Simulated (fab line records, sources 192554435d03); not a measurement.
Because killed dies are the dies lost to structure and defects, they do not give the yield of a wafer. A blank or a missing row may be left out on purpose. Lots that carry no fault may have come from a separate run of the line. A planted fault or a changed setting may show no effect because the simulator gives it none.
Problem report in the 8D (eight disciplines) form, filled by code / flow n5_finfet / the parts of the form that need people (team, actions taken, sign-off) are left out

1. THE ISSUE
Mean of bias_w at N5_BEOL_M5_TRENCH_ETCH_37: 204.9 W across 6 wafers in 2 lots; on wafers with no fault it is 185.1 W (standard deviation 0.53). That puts it +37 standard deviations away from the usual mean.
The step: etches SiCOH lowk in C4F6/O2, target depth 71.652 nm, time 24.7 s.
First seen on wafer L139.1, day 11 07:40, on rie_diel-05. The record has a number at this step for 30 wafers belonging to 10 lots. Rule for "out", or "out of limits": more than 4 standard deviations from the usual mean. The other wafers with a number count as sound.

2. WHAT IT IS, WHAT IT ISN'T
question=which readings at this step | is=bias_w | is not=drypump_motor_current_A, oes_product_au, showerhead_plenum_p_Torr, throttle_valve_pct
question=which lots | is=L139, L141 | is not=L126, L130, L131, L135, L136, L137, L138, L149
question=which wafers of those lots | is=all that have a number | is not=-
question=read on which tools | is=rie_diel-05 | is not=rie_diel-03, rie_diel-04
question=when | is=from day 11 07:40 | is not=up to then (21 sound wafers); but 3 sound wafers of L149 came after

3. SUSPECTS, AND WHAT RULES EACH OUT
Counting: a tool at any process step up to the reading remains a suspect when it ran all the lots that are out and ran no sound lot after the first of those.
- rie_diel-05 at N5_BEOL_M5_STRIP_36 (strips in N2/H2): kept. It processed each lot that is out, first L139 at day 11 07:38, and no sound lot thereafter; up to then, the last sound lot it processed was L138 at day 11 06:05.
- rie_diel-05 at N5_BEOL_M5_TRENCH_ETCH_37 (etches SiCOH lowk in C4F6/O2, target depth 71.652 nm, time 24.7 s): kept. It processed each lot that is out, first L139 at day 11 07:40, and no sound lot thereafter; up to then, the last sound lot it processed was L138 at day 11 06:07. Out on those wafers are its own readings of bias_w.
After counting, rie_diel-05 at N5_BEOL_M5_STRIP_36 and rie_diel-05 at N5_BEOL_M5_TRENCH_ETCH_37 remain.

4. THE CAUSE (what the simulator had put in)
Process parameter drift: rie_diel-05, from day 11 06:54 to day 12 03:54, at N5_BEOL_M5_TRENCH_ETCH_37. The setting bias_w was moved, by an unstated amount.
This tool is one of the 2 suspects left after counting.

5. THE EFFECT CHAIN, in route order
Each row: a reading where the mean over the struck wafers with a number is more than 3 standard deviations away from the usual. Scope: only readings with a usual standard deviation given in the record; hours: median across lots of the time from each lot's start at the first step in this table that gives one to its start at this step; sigmas: change in usual standard deviations.
hours=0; step=N5_BEOL_M5_TRENCH_ETCH_37; reading=bias_w; usual=185.1 W; on struck wafers=204.9; change=+19.8; sigmas=+37
hours=0; step=N5_BEOL_M5_TRENCH_ETCH_37; reading=rf_vpp_V; usual=659 V; on struck wafers=705; change=+46; sigmas=+3.8
Here are the process steps it includes:
- N5_BEOL_M5_TRENCH_ETCH_37: etches SiCOH lowk in C4F6/O2, target depth 71.652 nm, time 24.7 s.

6. HOW IT WOULD HAVE BEEN CAUGHT EARLIER
In this record the first reading out of limits was taken at day 11 07:40, 1 hour after the fault began at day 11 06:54.
